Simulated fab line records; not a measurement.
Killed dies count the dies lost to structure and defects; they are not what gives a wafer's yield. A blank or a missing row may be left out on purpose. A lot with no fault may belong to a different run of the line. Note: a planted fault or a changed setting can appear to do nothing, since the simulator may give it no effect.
Matching of chambers ; flow n5 finfet ; rie diel-06 running N5_BEOL_M14_VIA_ETCH_16: 4 sister chambers
The step etches SiO2 in C4F8/O2/Ar, target depth 1231.3 nm. 4 wafers are shown with their chamber, then 9 later ones without.

== WAFERS, EACH WITH ITS CHAMBER ==
wafer;chamber;showerhead plenum p Torr (Torr)
L079.3;3;3.59
L081.3;2;3.62
L092.3;1;3.28
L092.6;0;3.61

== WAFERS WITHOUT THEIR CHAMBER ==
wafer;showerhead plenum p Torr (Torr)
L094.1;3.61
L094.2;3.28
L094.6;3.27
L093.2;3.61
L093.4;3.60
L093.6;3.60
L096.1;3.60
L096.2;3.60
L096.6;3.60

== THE CHAMBER EACH PASSED THROUGH ==
wafer;from the rows above;in truth
L094.1;can't be placed: 0 or 2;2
L094.2;1;1
L094.6;1;1
L093.2;can't be placed: 0 or 2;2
L093.4;can't be placed: 0 or 3 or 2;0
L093.6;can't be placed: 0 or 3 or 2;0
L096.1;can't be placed: 0 or 3 or 2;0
L096.2;can't be placed: 0 or 3 or 2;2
L096.6;can't be placed: 0 or 3 or 2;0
2 of 9 placed correctly. Unplaceable from these rows: 7, with the true chamber sitting among the candidates in 7. 0 placed wrongly.
How it was worked out, from the rows above alone: a wafer's distance from a chamber is the root of the sum, over the readings, of the square of ((its reading less the chamber's mean) divided by the reading's scatter). The wafer belongs to the nearest chamber; if the next one is less than 2 further off, it can't be placed. A chamber's mean is the mean of its shown wafers. The scatter (one wafer shown for each chamber): square how far every hidden wafer sits from the nearest shown wafer, average those squares and take the square root.
